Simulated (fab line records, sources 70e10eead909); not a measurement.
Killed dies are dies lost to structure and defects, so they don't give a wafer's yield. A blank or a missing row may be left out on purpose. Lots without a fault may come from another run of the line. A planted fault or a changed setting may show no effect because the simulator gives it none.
fab line records | flow nand_harc
record lots=24 wafers=72 last_day=24
route steps=1159 shown A_STAIRCASE@586
lots that met no fault: from a run of the same line without faults
start_h: hours from the record's first day to the start of the lot's first wafer shown | wait_h: hours since the lot's step before | " the same as in the row above | L1.1+2: a row that stands for several wafers | - no value, or no start given | * or withheld: withheld | < > ~ a bound
route shown NAME@n: a module of which the file shows steps, and the number in the route of the first | usual: mean/standard deviation of fault-free wafers | same: alike in all rows | chamber/n: place in a boat | sites: the reading at each site | _std_site: their standard deviation | _edge_site: outer sites' mean less inner sites' | radius_mm: how far each site lies from the wafer's centre | mask NAME#n: copy n | behind: the tool/chamber that last shaped the wafer | hold: why the lot was held/for how many hours/how that ended | device: the transistor (n, p or np) that didn't switch | end of line: the same wafers' tests at the end of the route | a step without rows: its recipe alone | killed: dies lost to structure and defects at the first sort, not the wafer's yield | map: a wafer's dies, x killed, . not, _ none there
set.NAME: the setting as run; set.NAME@STEP: as run at that earlier step | model.NAME: the simulator's own value behind a step, which no gauge read
steps of the route over a sample of lots; a table a step, a row a wafer
services: from which hour (start_h, from the record's first day; less than 0 if before it) a tool's chamber was out of use, for how many hours, and why
## steps
# step NHARC_A_STAIRCASE_ETCH_192
# recipe target_depth_a=1000 time_s=40.5 ion_energy_ev=400 c4f8_flow_sccm=20 o2_flow_sccm=10 ar_flow_sccm=withheld rf_w=600 bias_w=1000 chemistry=C4F8/O2
# usual oes_product_au=0.941/0.013 rf_vpp_V=896/4.1
# same time_s=40.5
# columns lot.wafer tool chamber start_h wait_h oes_product_au rf_hours_counter_h rf_vpp_V
L074.3 rie_diel-03 3 - - 0.948 7 894
L074.1 " 0 " " 0.963 8 903
L074.2 " 1 " " 0.941 9 900
L075.2 rie_diel-07 2 - - 0.946 5 894
L075.3 " 3 " " 0.921 5 897
L075.5 " 3 " " 0.925 - 897
L076.3 rie_diel-03 2 - - 0.947 11 903
L076.1 " 0 " " 0.977 12 902
L076.2 " 1 " " 0.951 13 899
L077.3 rie_diel-03 3 - - 0.942 11 894
L077.2 " 1 " " 0.939 15 900
L077.5 " 3 " " 0.946 - 896
L080.1 rie_diel-03 1 - - 0.928 21 900
L080.2 " 3 " " 0.954 16 894
L080.4 " 0 " " 0.947 18 902
L079.2 rie_diel-11 3 - - 0.927 25 891
L079.5 " 2 " " 0.948 - 888
L079.6 " 3 " " 0.923 - 893
L078.2 rie_diel-11 2 - - 0.951 26 889
L078.4 " 0 " " 0.939 27 895
L078.5 " 3 " " 0.943 - 892
L081.3 rie_diel-03 1 - - 0.932 23 901
L081.6 " 2 " " 0.938 - 903
L081.5 " 3 " " 0.947 - 896
L082.1 rie_diel-07 1 - - 0.955 21 895
L082.4 " 3 " " 0.933 18 897
L082.5 " 2 " " 0.942 - 894
L083.1 rie_diel-03 1 - - 0.915 29 900
L083.6 " 3 " " 0.942 - 895
L083.5 " 0 " " 0.936 - 900
L084.4 rie_diel-07 1 - - 0.941 28 897
L084.6 " 0 " " 0.938 - 899
L084.5 " 1 " " 0.939 - 895
L085.3 rie_diel-03 1 - - 0.922 30 899
L085.2 " 3 " " 0.946 35 895
L085.5 " 3 " " 0.943 - 895
L086.2 rie_diel-11 2 - - 0.952 41 889
L086.3 " 0 " " 0.914 45 894
L086.1 " 1 " " 0.928 42 898
L087.3 rie_diel-07 0 - - 0.952 32 900
L087.6 " 2 " " 0.944 - 893
L087.5 " 3 " " 0.933 - 895
L089.3 rie_diel-11 2 - - 0.931 47 888
L089.2 " 3 " " 0.922 52 891
L089.5 " 2 " " 0.933 - 887
L088.3 rie_diel-03 2 - - 0.932 31 900
L088.6 " 0 " " 0.952 - 902
L088.5 " 1 " " 0.939 - 897
L091.4 rie_diel-07 3 - - 0.927 37 896
L091.1 " 0 " " 0.955 40 899
L091.3 " 1 " " 0.957 40 896
L093.3 rie_diel-03 0 - - 0.944 42 900
L093.1 " 1 " " 0.941 43 899
L093.6 " 2 " " 0.935 - 901
L092.4 rie_diel-11 3 - - 0.939 56 892
L092.1 " 1 " " 0.941 52 898
L092.2 " 2 " " 0.943 52 888
L090.1 rie_diel-11 3 - - 0.927 56 891
L090.4 " 1 " " 0.941 52 898
L090.5 " 2 " " 0.940 - 888
L094.3 rie_diel-07 3 - - 0.941 43 896
L094.2 " 1 " " 0.974 47 894
L094.4 " 2 " " 0.947 44 894
L095.3 rie_diel-03 2 - - 0.933 49 902
L095.5 " 2 " " 0.922 - 902
L095.6 " 3 " " 0.925 - 894
L096.1 rie_diel-03 0 - - 0.951 55 900
L096.5 " 2 " " 0.933 - 902
L096.6 " 3 " " 0.942 - 894
L097.3 rie_diel-07 0 - - 0.975 52 899
L097.1 " 1 " " 0.974 53 894
L097.2 " 2 " " 0.954 52 893
# step NHARC_A_STAIRCASE_TRIM_198
# recipe time_s=211.2 o2_flow_sccm=500 ar_flow_sccm=0 bias_w=0 chemistry=O2
# usual drypump_motor_current_A=5.8/0.58 oes_product_au=1.000/0.012 rf_vpp_V=57.8/0.81 showerhead_plenum_p_Torr=3.52/0.1 throttle_valve_pct=17.036/0.0091
# same time_s=211.2
# columns lot.wafer tool chamber start_h wait_h drypump_motor_current_A oes_product_au rf_hours_counter_h rf_vpp_V showerhead_plenum_p_Torr throttle_valve_pct
L074.2 rie_diel-11 1 - - 6.4 0.997 16 58.9 3.63 17.048
L074.1 " 3 " " 5.4 0.980 15 56.5 3.41 17.025
L074.3 " 0 " " 6.1 0.981 15 57.2 3.48 17.030
L075.3 rie_diel-07 3 - - 5.1 0.984 5 57.7 3.55 17.033
L075.2 " 0 " " 5.3 0.998 6 58.7 3.62 17.025
L075.5 " 2 " " 6.2 0.984 - 57.6 3.46 17.038
L076.3 rie_diel-07 3 - - 5.1 0.987 6 57.3 3.55 17.022
L076.2 " 0 " " 5.3 1.006 6 57.8 3.62 17.037
L076.1 " 2 " " 6.2 0.987 6 58.1 3.46 17.038
L077.3 rie_diel-11 2 - - 5.6 1.008 20 57.4 3.34 17.047
L077.2 " 0 " " 6.1 0.985 20 56.7 3.48 17.035
L077.5 " 2 " " 5.6 1.006 - 57.0 3.34 17.033
L080.2 rie_diel-11 1 - - 6.4 1.006 26 58.6 3.62 17.045
L080.4 " 2 " " 5.6 1.012 26 56.1 3.34 17.023
L080.1 " 0 " " 6.1 0.986 26 58.2 3.47 17.038
L079.2 rie_diel-07 3 - - 5.1 1.006 12 58.5 3.55 17.039
L079.5 " 2 " " 6.2 0.994 - 58.7 3.46 17.036
L079.6 " 3 " " 5.1 0.991 - 57.5 3.55 17.043
L078.2 rie_diel-11 1 - - 6.4 1.011 27 57.5 3.62 17.023
L078.4 " 3 " " 5.4 0.991 27 56.7 3.41 17.045
L078.5 " 2 " " 5.6 1.014 - 57.9 3.34 17.042
L081.3 rie_diel-03 1 - - 4.9 0.987 24 59.4 3.63 17.049
L081.5 " 3 " " 6.8 1.005 - 56.7 3.49 17.032
L081.6 " 1 " " 4.9 0.974 - 60.1 3.63 17.048
L082.1 rie_diel-07 1 - - 6.7 1.009 21 55.8 3.51 17.024
L082.4 " 3 " " 5.1 0.983 18 56.9 3.55 17.022
L082.5 " 2 " " 6.2 1.008 - 56.9 3.45 17.047
L083.1 rie_diel-07 1 - - 6.7 1.004 23 58.5 3.51 17.037
L083.6 " 2 " " 6.2 1.000 - 57.6 3.45 17.035
L083.5 " 3 " " 5.1 0.985 - 58.7 3.55 17.026
L084.4 rie_diel-07 3 - - 5.1 0.987 26 57.9 3.54 17.028
L084.5 " 2 " " 6.2 1.003 - 56.8 3.45 17.043
L084.6 " 3 " " 5.1 0.987 - 57.5 3.54 17.045
L085.2 rie_diel-07 0 - - 5.3 1.010 31 57.3 3.61 17.038
L085.3 " 2 " " 6.1 1.007 30 57.5 3.45 17.020
L085.5 " 3 " " 5.1 0.994 - 59.2 3.54 17.030
L086.1 rie_diel-11 3 - - 5.4 0.981 44 57.0 3.40 17.031
L086.2 " 0 " " 6.1 0.980 45 59.1 3.46 17.028
L086.3 " 2 " " 5.6 1.006 41 56.8 3.33 17.050
L087.3 rie_diel-07 1 - - 6.7 1.003 32 56.6 3.50 17.019
L087.6 " 3 " " 5.1 0.977 - 58.2 3.54 17.035
L087.5 " 0 " " 5.3 1.019 - 58.1 3.60 17.040
L089.3 rie_diel-11 3 - - 5.4 0.981 52 57.0 3.39 17.033
L089.2 " 0 " " 6.1 0.986 52 57.7 3.46 17.038
L089.5 " 3 " " 5.4 0.974 - 57.8 3.39 17.044
L088.3 rie_diel-03 2 - - 5.6 0.991 31 58.4 3.70 17.034
L088.5 " 3 " " 6.8 1.014 - 57.6 3.48 17.039
L088.6 " 0 " " 5.6 1.004 - 57.9 3.66 17.031
L091.3 rie_diel-07 3 - - 5.1 0.971 38 57.9 3.54 17.035
L091.1 " 0 " " 5.3 1.005 40 57.7 3.60 17.048
L091.4 " 1 " " 6.7 1.019 40 56.3 3.50 17.033
L093.3 rie_diel-03 1 - - 4.9 0.988 43 58.2 3.62 17.039
L093.1 " 2 " " 5.6 1.008 34 58.3 3.70 17.031
L093.6 " 1 " " 4.9 0.998 - 57.9 3.62 17.026
L092.4 rie_diel-03 3 - - 6.8 1.016 50 57.5 3.48 17.031
L092.1 " 1 " " 4.9 1.001 45 58.4 3.62 17.041
L092.2 " 2 " " 5.7 1.006 35 58.0 3.70 17.030
L090.4 rie_diel-11 1 - - 6.4 0.992 52 58.3 3.61 17.050
L090.1 " 0 " " 6.1 0.977 57 57.1 3.46 17.023
L090.5 " 2 " " 5.6 1.006 - 57.8 3.32 17.043
L094.4 rie_diel-03 0 - - 5.7 1.019 47 57.8 3.66 17.022
L094.2 " 1 " " 4.9 0.999 46 58.3 3.61 17.043
L094.3 " 2 " " 5.6 0.995 39 57.9 3.70 17.038
L095.3 rie_diel-03 2 - - 5.6 1.004 49 57.9 3.69 17.040
L095.6 " 0 " " 5.6 1.010 - 56.7 3.65 17.029
L095.5 " 1 " " 4.9 1.001 - 57.9 3.61 17.053
L096.1 rie_diel-11 3 - - 5.4 0.995 1 56.9 3.39 17.039
L096.5 " 3 " " 5.4 1.004 - 58.0 3.39 17.037
L096.6 " 0 " " 6.1 0.989 - 57.6 3.45 17.036
L097.1 rie_diel-07 1 - - 6.7 1.024 54 58.1 3.49 17.021
L097.3 " 2 " " 6.2 1.020 52 58.4 3.43 17.043
L097.2 " 3 " " 5.1 0.992 51 58.1 3.53 17.038
# step NHARC_A_STAIRCASE_ETCH_201
# recipe target_depth_a=1000 time_s=40.5 ion_energy_ev=400 c4f8_flow_sccm=20 o2_flow_sccm=10 ar_flow_sccm=withheld rf_w=600 bias_w=1000 chemistry=C4F8/O2
# usual oes_product_au=0.945/0.014 rf_vpp_V=896/3.9
# same time_s=40.5
# columns lot.wafer tool chamber start_h wait_h oes_product_au rf_hours_counter_h rf_vpp_V
L074.3 rie_diel-11 1 - - 0.930 16 901
L074.1 " 2 " " 0.956 16 887
L074.2 " 3 " " 0.944 16 892
L075.2 rie_diel-07 2 - - 0.925 6 893
L075.3 " 0 " " 0.936 6 900
L075.5 " 3 " " 0.916 - 898
L076.2 rie_diel-07 2 - - 0.949 6 893
L076.3 " 3 " " 0.927 6 897
L076.1 " 0 " " 0.951 7 899
L077.3 rie_diel-11 3 - - 0.932 20 892
L077.2 " 0 " " 0.924 20 895
L077.5 " 1 " " 0.952 - 899
L080.2 rie_diel-11 3 - - 0.945 26 893
L080.4 " 0 " " 0.942 26 894
L080.1 " 2 " " 0.968 26 889
L079.2 rie_diel-07 1 - - 0.964 14 895
L079.5 " 2 " " 0.956 - 894
L079.6 " 3 " " 0.942 - 898
L078.2 rie_diel-11 2 - - 0.931 27 890
L078.4 " 3 " " 0.912 27 894
L078.5 " 2 " " 0.933 - 890
L081.3 rie_diel-03 1 - - 0.920 24 898
L081.5 " 1 " " 0.922 - 899
L081.6 " 2 " " 0.935 - 904
L082.1 rie_diel-07 2 - - 0.939 20 893
L082.4 " 0 " " 0.957 21 899
L082.5 " 2 " " 0.942 - 893
L083.1 rie_diel-07 1 - - 0.968 23 896
L083.5 " 1 " " 0.957 - 894
L083.6 " 2 " " 0.946 - 894
L084.4 rie_diel-07 0 - - 0.964 28 898
L084.6 " 2 " " 0.951 - 894
L084.5 " 3 " " 0.940 - 897
L085.3 rie_diel-07 3 - - 0.935 30 896
L085.2 " 0 " " 0.964 31 899
L085.5 " 1 " " 0.951 - 893
L086.3 rie_diel-11 3 - - 0.922 45 891
L086.2 " 1 " " 0.929 43 900
L086.1 " 2 " " 0.944 42 889
L087.3 rie_diel-07 2 - - 0.949 31 891
L087.6 " 3 " " 0.945 - 897
L087.5 " 0 " " 0.964 - 900
L089.3 rie_diel-11 0 - - 0.928 52 894
L089.2 " 1 " " 0.941 48 898
L089.5 " 3 " " 0.936 - 892
L088.3 rie_diel-03 3 - - 0.963 47 894
L088.6 " 0 " " 0.967 - 899
L088.5 " 1 " " 0.966 - 900
L091.3 rie_diel-07 3 - - 0.928 38 897
L091.4 " 0 " " 0.960 40 898
L091.1 " 1 " " 0.965 41 894
L093.3 rie_diel-03 3 - - 0.962 49 894
L093.1 " 0 " " 0.954 42 902
L093.6 " 2 " " 0.941 - 902
L092.1 rie_diel-03 0 - - 0.947 44 900
L092.4 " 1 " " 0.923 45 899
L092.2 " 2 " " 0.939 35 901
L090.1 rie_diel-11 3 - - 0.941 57 891
L090.4 " 0 " " 0.952 57 894
L090.5 " 2 " " 0.955 - 888
L094.3 rie_diel-03 2 - - 0.942 39 903
L094.4 " 0 " " 0.963 47 902
L094.2 " 1 " " 0.935 46 899
L095.3 rie_diel-03 2 - - 0.947 49 899
L095.5 " 3 " " 0.960 - 893
L095.6 " 0 " " 0.952 - 899
L096.1 rie_diel-11 0 - - 0.945 2 893
L096.5 " 2 " " 0.946 - 888
L096.6 " 3 " " 0.947 - 890
L097.1 rie_diel-07 0 - - 0.948 53 898
L097.3 " 1 " " 0.944 54 894
L097.2 " 2 " " 0.937 53 893
# step NHARC_A_STAIRCASE_ETCH_221
# recipe target_depth_a=1000 time_s=40.5 ion_energy_ev=400 c4f8_flow_sccm=20 o2_flow_sccm=10 ar_flow_sccm=withheld rf_w=600 bias_w=1000 chemistry=C4F8/O2
# usual oes_product_au=0.942/0.016 rf_vpp_V=896/3.5
# same time_s=40.5
# columns lot.wafer tool chamber start_h wait_h oes_product_au rf_hours_counter_h rf_vpp_V
L074.2 rie_diel-07 1 - - 0.966 4 895
L074.1 " 2 " " 0.950 4 894
L074.3 " 3 " " 0.938 4 897
L075.2 rie_diel-07 0 - - 0.946 7 900
L075.3 " 1 " " 0.955 7 896
L075.5 " 3 " " 0.942 - 897
L076.2 rie_diel-11 0 - - 0.907 19 894
L076.3 " 1 " " 0.931 20 900
L076.1 " 3 " " 0.921 19 892
L077.3 rie_diel-03 0 - - 0.970 13 901
L077.2 " 2 " " 0.944 13 904
L077.5 " 3 " " 0.956 - 895
L080.1 rie_diel-07 0 - - 0.956 13 898
L080.4 " 1 " " 0.953 14 895
L080.2 " 2 " " 0.946 13 894
L079.2 rie_diel-03 2 - - 0.929 20 901
L079.5 " 3 " " 0.944 - 894
L079.6 " 1 " " 0.930 - 900
L078.4 rie_diel-07 3 - - 0.924 13 896
L078.2 " 0 " " 0.952 14 899
L078.5 " 0 " " 0.944 - 899
L081.3 rie_diel-07 3 - - 0.929 15 897
L081.5 " 1 " " 0.974 - 896
L081.6 " 2 " " 0.949 - 893
L082.1 rie_diel-03 1 - - 0.930 28 899
L082.4 " 1 " " 0.934 - 900
L082.5 " 0 " " 0.953 - 901
L083.1 rie_diel-07 1 - - 0.952 23 895
L083.6 " 3 " " 0.930 - 897
L083.5 " 0 " " 0.967 - 899
L084.4 rie_diel-11 1 - - 0.925 40 900
L084.5 " 1 " " 0.923 - 898
L084.6 " 2 " " 0.936 - 890
L085.2 rie_diel-03 1 - - 0.913 31 898
L085.3 " 3 " " 0.943 36 895
L085.5 " 3 " " 0.949 - 895
L087.3 rie_diel-03 3 - - 0.962 37 894
L087.6 " 1 " " 0.942 - 899
L087.5 " 0 " " 0.950 - 900
L086.2 rie_diel-07 0 - - 0.980 33 899
L086.3 " 1 " " 0.963 33 895
L086.1 " 2 " " 0.947 31 894
L089.3 rie_diel-11 3 - - 0.916 53 891
L089.2 " 0 " " 0.920 53 894
L089.5 " 3 " " 0.915 - 891
L088.3 rie_diel-11 3 - - 0.930 53 890
L088.5 " 0 " " 0.926 - 894
L088.6 " 1 " " 0.941 - 901
L091.4 rie_diel-03 3 - - 0.965 49 893
L091.3 " 1 " " 0.952 44 898
L091.1 " 2 " " 0.963 34 903
L093.3 rie_diel-07 3 - - 0.950 39 897
L093.1 " 0 " " 0.981 41 899
L093.6 " 3 " " 0.947 - 895
L092.1 rie_diel-03 0 - - 0.940 45 901
L092.2 " 3 " " 0.937 51 893
L092.4 " 2 " " 0.926 - 903
L090.4 rie_diel-07 0 - - 0.944 43 899
L090.1 " 1 " " 0.945 44 896
L090.5 " 1 " " 0.958 - 895
L094.3 rie_diel-11 2 - - 0.949 57 888
L094.2 " 3 " " 0.944 61 891
L094.4 " 0 " " 0.938 61 894
L095.3 rie_diel-03 2 - - 0.930 50 901
L095.5 " 2 " " 0.925 - 901
L095.6 " 3 " " 0.948 - 893
L096.1 rie_diel-07 3 - - 0.931 51 895
L096.5 " 3 " " 0.936 - 897
L096.6 " 0 " " 0.942 - 899
L097.1 rie_diel-03 2 - - 0.909 52 901
L097.3 " 0 " " 0.930 58 900
L097.2 " 1 " " 0.906 58 900
# step NHARC_A_STAIRCASE_TRIM_222
# recipe time_s=211.2 o2_flow_sccm=500 ar_flow_sccm=0 bias_w=0 chemistry=O2
# usual drypump_motor_current_A=5.9/0.62 oes_product_au=1.003/0.012 rf_vpp_V=57.9/0.88 showerhead_plenum_p_Torr=3.54/0.097 throttle_valve_pct=17.036/0.0089
# same time_s=211.2
# columns lot.wafer tool chamber start_h wait_h drypump_motor_current_A oes_product_au rf_hours_counter_h rf_vpp_V showerhead_plenum_p_Torr throttle_valve_pct
L074.3 rie_diel-07 1 - - 6.7 1.020 5 57.5 3.52 17.037
L074.1 " 2 " " 6.2 1.009 4 58.6 3.46 17.036
L074.2 " 0 " " 5.3 1.031 4 59.8 3.62 17.037
L075.2 rie_diel-07 2 - - 6.2 0.995 7 58.7 3.46 17.053
L075.3 " 3 " " 5.2 0.984 7 59.0 3.55 17.028
L075.5 " 2 " " 6.2 0.995 - 58.7 3.46 17.036
L076.2 rie_diel-11 2 - - 5.6 1.012 20 58.3 3.34 17.047
L076.3 " 0 " " 6.1 0.984 19 57.4 3.48 17.047
L076.1 " 1 " " 6.4 0.998 20 57.0 3.63 17.018
L077.3 rie_diel-03 0 - - 5.6 1.015 14 57.6 3.68 17.041
L077.2 " 1 " " 4.9 0.998 15 59.2 3.63 17.051
L077.5 " 3 " " 6.8 1.015 - 57.4 3.50 17.024
L080.2 rie_diel-07 1 - - 6.7 1.014 14 58.6 3.51 17.035
L080.1 " 2 " " 6.1 1.003 13 59.4 3.46 17.034
L080.4 " 0 " " 5.4 1.006 13 58.2 3.62 17.038
L079.2 rie_diel-03 1 - - 4.9 0.996 23 58.6 3.63 17.023
L079.6 " 1 " " 4.9 0.992 - 57.5 3.63 17.032
L079.5 " 2 " " 5.7 0.992 - 58.1 3.71 17.029
L078.2 rie_diel-07 0 - - 5.3 1.017 14 57.4 3.61 17.042
L078.4 " 2 " " 6.2 0.994 14 57.8 3.46 17.045
L078.5 " 1 " " 6.7 1.010 - 56.8 3.51 17.040
L081.3 rie_diel-07 3 - - 5.1 0.984 15 58.3 3.55 17.038
L081.5 " 2 " " 6.2 0.999 - 55.4 3.45 17.032
L081.6 " 3 " " 5.1 0.993 - 58.6 3.55 17.030
L082.1 rie_diel-03 3 - - 6.8 1.009 24 56.9 3.49 17.045
L082.4 " 1 " " 4.9 0.987 - 58.3 3.62 17.039
L082.5 " 3 " " 6.7 1.000 - 58.2 3.49 17.034
L083.1 rie_diel-07 0 - - 5.3 1.011 23 58.1 3.61 17.033
L083.6 " 0 " " 5.3 1.015 - 56.3 3.61 17.043
L083.5 " 1 " " 6.6 1.009 - 57.5 3.51 17.058
L084.4 rie_diel-11 3 - - 5.4 0.989 42 57.0 3.40 17.040
L084.6 " 1 " " 6.4 0.994 - 56.9 3.61 17.034
L084.5 " 2 " " 5.7 1.011 - 57.2 3.33 17.035
L085.2 rie_diel-03 0 - - 5.6 1.006 29 57.8 3.67 17.031
L085.3 " 3 " " 6.8 1.011 36 57.2 3.48 17.043
L085.5 " 0 " " 5.6 1.014 - 60.3 3.67 17.040
L087.3 rie_diel-03 1 - - 4.9 1.010 32 58.2 3.62 17.034
L087.5 " 3 " " 6.8 1.015 - 56.7 3.48 17.032
L087.6 " 0 " " 5.6 1.019 - 58.8 3.67 17.045
L086.2 rie_diel-07 0 - - 5.3 1.011 33 58.1 3.60 17.026
L086.1 " 2 " " 6.2 1.005 31 57.1 3.45 17.052
L086.3 " 3 " " 5.1 0.987 31 58.1 3.54 17.047
L089.2 rie_diel-11 1 - - 6.4 0.997 49 58.0 3.61 17.031
L089.3 " 3 " " 5.4 0.980 53 57.2 3.39 17.031
L089.5 " 1 " " 6.4 0.999 - 58.7 3.61 17.033
L088.3 rie_diel-11 3 - - 5.4 0.985 53 58.6 3.39 17.020
L088.6 " 3 " " 5.4 0.988 - 57.1 3.39 17.039
L088.5 " 0 " " 6.1 0.984 - 56.0 3.46 17.039
L091.3 rie_diel-03 1 - - 4.9 0.995 44 57.7 3.62 17.035
L091.4 " 2 " " 5.7 0.999 34 58.6 3.70 17.021
L091.1 " 3 " " 6.8 1.025 49 58.0 3.48 17.015
L093.3 rie_diel-07 3 - - 5.1 0.992 39 57.6 3.54 17.018
L093.1 " 0 " " 5.3 1.010 41 58.3 3.60 17.050
L093.6 " 1 " " 6.7 1.007 - 57.8 3.50 17.026
L092.1 rie_diel-03 0 - - 5.6 1.011 45 58.0 3.66 17.033
L092.2 " 2 " " 5.7 1.012 36 58.3 3.70 17.044
L092.4 " 2 " " 5.6 1.010 - 57.9 3.70 17.046
L090.1 rie_diel-07 2 - - 6.2 1.006 42 56.7 3.44 17.037
L090.4 " 1 " " 6.6 1.014 44 57.6 3.49 17.039
L090.5 " 3 " " 5.1 0.992 - 57.2 3.53 17.046
L094.3 rie_diel-11 0 - - 6.2 0.983 61 59.4 3.45 17.056
L094.4 " 1 " " 6.4 0.999 58 58.3 3.60 17.040
L094.2 " 2 " " 5.6 1.003 57 58.1 3.32 17.041
L095.3 rie_diel-03 1 - - 4.9 0.986 57 56.7 3.61 17.041
L095.6 " 3 " " 6.7 1.017 - 58.1 3.47 17.036
L095.5 " 0 " " 5.6 1.014 - 59.8 3.65 17.044
L096.1 rie_diel-07 2 - - 6.1 1.005 52 58.1 3.43 17.029
L096.5 " 0 " " 5.3 1.016 - 58.1 3.59 17.030
L096.6 " 1 " " 6.7 1.015 - 57.1 3.49 17.039
L097.2 rie_diel-03 0 - - 5.6 1.018 58 58.4 3.65 17.047
L097.1 " 2 " " 5.6 1.005 52 58.9 3.69 17.044
L097.3 " 3 " " 6.7 1.000 66 57.5 3.47 17.029
# step NHARC_A_STAIRCASE_TRIM_235
# recipe time_s=211.2 o2_flow_sccm=500 ar_flow_sccm=0 bias_w=0 chemistry=O2
# usual drypump_motor_current_A=5.8/0.6 oes_product_au=1.002/0.013 rf_vpp_V=57.8/0.86 showerhead_plenum_p_Torr=3.52/0.092 throttle_valve_pct=17.037/0.0093
# same time_s=211.2
# columns lot.wafer tool chamber start_h wait_h drypump_motor_current_A oes_product_au rf_hours_counter_h rf_vpp_V showerhead_plenum_p_Torr throttle_valve_pct
L074.1 rie_diel-07 2 - - 6.2 1.002 5 58.1 3.46 17.040
L074.2 " 3 " " 5.1 0.989 5 57.8 3.55 17.031
L074.3 " 1 " " 6.7 1.012 5 57.0 3.52 17.040
L075.3 rie_diel-07 0 - - 5.3 1.008 7 58.3 3.62 17.038
L075.2 " 3 " " 5.1 0.991 7 58.7 3.55 17.038
L075.5 " 0 " " 5.4 1.004 - 56.5 3.62 17.043
L076.3 rie_diel-11 2 - - 5.6 1.009 20 58.6 3.34 17.042
L076.1 " 3 " " 5.4 1.000 19 57.8 3.41 17.038
L076.2 " 0 " " 6.2 0.981 19 56.9 3.48 17.022
L077.2 rie_diel-11 0 - - 6.2 0.973 22 57.9 3.48 17.019
L077.3 " 1 " " 6.4 1.000 22 58.5 3.62 17.022
L077.5 " 3 " " 5.4 0.967 - 57.3 3.41 17.033
L079.2 rie_diel-07 0 - - 5.3 1.003 14 57.5 3.61 17.052
L079.5 " 2 " " 6.1 0.999 - 57.7 3.46 17.039
L079.6 " 3 " " 5.1 0.991 - 56.8 3.55 17.010
L080.2 rie_diel-03 1 - - 4.9 0.989 24 58.6 3.63 17.034
L080.1 " 2 " " 5.6 0.998 22 58.1 3.71 17.048
L080.4 " 1 " " 4.9 0.976 - 59.3 3.63 17.030
L078.2 rie_diel-07 2 - - 6.1 1.006 15 58.5 3.45 17.045
L078.4 " 3 " " 5.1 0.996 14 58.2 3.55 17.040
L078.5 " 1 " " 6.7 1.015 - 58.4 3.51 17.062
L081.3 rie_diel-07 3 - - 5.1 0.995 15 58.2 3.55 17.036
L081.5 " 1 " " 6.7 1.010 - 57.4 3.51 17.034
L081.6 " 2 " " 6.1 0.995 - 56.5 3.45 17.034
L082.4 rie_diel-07 2 - - 6.2 0.995 21 58.5 3.45 17.023
L082.1 " 1 " " 6.7 1.009 23 58.0 3.51 17.039
L082.5 " 2 " " 6.1 1.002 - 57.5 3.45 17.030
L083.1 rie_diel-07 1 - - 6.7 1.009 24 56.5 3.51 17.034
L083.6 " 3 " " 5.1 0.993 - 58.3 3.54 17.036
L083.5 " 0 " " 5.3 1.013 - 58.7 3.61 17.031
L084.4 rie_diel-11 1 - - 6.4 0.993 41 57.8 3.61 17.029
L084.5 " 1 " " 6.4 0.998 - 57.0 3.61 17.036
L084.6 " 2 " " 5.6 1.026 - 57.5 3.33 17.041
L085.3 rie_diel-03 3 - - 6.8 1.020 37 58.3 3.48 17.038
L085.2 " 1 " " 4.9 0.979 32 57.4 3.62 17.031
L085.5 " 3 " " 6.8 1.019 - 56.2 3.48 17.033
L087.3 rie_diel-11 2 - - 5.6 1.004 43 57.2 3.33 17.042
L087.5 " 2 " " 5.6 1.003 - 58.0 3.33 17.049
L087.6 " 3 " " 5.4 0.977 - 58.3 3.40 17.056
L086.1 rie_diel-07 0 - - 5.3 1.021 33 56.6 3.60 17.029
L086.3 " 1 " " 6.7 1.024 34 57.6 3.50 17.034
L086.2 " 2 " " 6.2 1.011 32 56.1 3.45 17.053
L089.2 rie_diel-07 1 - - 6.7 1.022 40 57.4 3.50 17.037
L089.3 " 2 " " 6.2 1.002 38 59.1 3.44 17.047
L089.5 " 1 " " 6.7 1.018 - 57.0 3.50 17.034
L088.3 rie_diel-11 1 - - 6.4 0.998 50 57.8 3.61 17.042
L088.6 " 3 " " 5.4 0.984 - 56.8 3.39 17.031
L088.5 " 0 " " 6.2 0.992 - 59.0 3.46 17.013
L091.1 rie_diel-07 3 - - 5.1 0.981 40 59.8 3.53 17.035
L091.4 " 1 " " 6.7 1.010 42 57.4 3.50 17.030
L091.3 " 2 " " 6.1 0.991 41 58.6 3.44 17.020
L093.1 rie_diel-07 1 - - 6.7 1.012 43 57.4 3.50 17.044
L093.3 " 2 " " 6.2 1.000 41 57.8 3.44 17.047
L093.6 " 0 " " 5.3 1.011 - 57.6 3.60 17.046
L092.2 rie_diel-03 0 - - 5.6 1.013 46 59.0 3.66 17.020
L092.1 " 2 " " 5.6 1.003 37 57.7 3.70 17.038
L092.4 " 0 " " 5.6 1.014 - 57.8 3.66 17.031
L090.1 rie_diel-07 1 - - 6.7 1.012 45 56.3 3.49 17.032
L090.4 " 0 " " 5.3 1.023 44 60.0 3.60 17.045
L090.5 " 1 " " 6.7 1.027 - 57.2 3.49 17.037
L094.2 rie_diel-07 3 - - 5.1 0.982 44 58.0 3.53 17.034
L094.4 " 0 " " 5.3 1.016 46 57.4 3.60 17.037
L094.3 " 1 " " 6.6 1.003 48 57.3 3.49 17.041
L096.1 rie_diel-07 3 - - 5.1 0.998 52 56.8 3.53 17.050
L096.6 " 3 " " 5.1 0.984 - 58.6 3.53 17.047
L096.5 " 0 " " 5.3 1.022 - 57.9 3.59 17.034
L095.3 rie_diel-03 2 - - 5.6 1.003 51 57.8 3.69 17.033
L095.5 " 2 " " 5.7 0.999 - 58.7 3.69 17.035
L095.6 " 3 " " 6.8 1.016 - 56.0 3.47 17.040
L097.3 rie_diel-03 1 - - 4.9 0.996 59 58.5 3.61 17.028
L097.2 " 2 " " 5.6 0.999 52 57.4 3.69 17.025
L097.1 " 3 " " 6.8 1.016 67 58.7 3.47 17.051
## services
# columns tool chamber start_h hours kind
rie_diel-07 2 220.26 4.4 repair
rie_diel-07 - 228.35 9.0 pm
rie_diel-07 0 228.35 9.0 vent_cycle
rie_diel-07 1 228.35 9.0 vent_cycle
rie_diel-07 2 228.35 9.0 vent_cycle
rie_diel-07 3 228.35 9.0 vent_cycle
rie_diel-07 0 237.35 - clean
rie_diel-07 1 237.35 - clean
rie_diel-07 2 237.35 - clean
rie_diel-07 3 237.35 - clean
rie_diel-07 0 261.85 - clean
rie_diel-07 1 261.85 - clean
rie_diel-07 2 261.85 - clean
rie_diel-07 3 261.85 - clean
rie_diel-03 0 269.25 10.1 repair
rie_diel-03 - 281.47 2.5 repair
rie_diel-03 2 288.86 36.9 repair
rie_diel-03 1 298.74 9.8 repair
rie_diel-03 0 305.88 5.3 repair
rie_diel-11 - 346.13 0.5 repair
rie_diel-03 1 350.16 4.0 repair
rie_diel-11 - 355.38 0.4 repair
rie_diel-11 1 361.75 2.5 repair
rie_diel-11 - 366.50 9.0 pm
## key
fault none
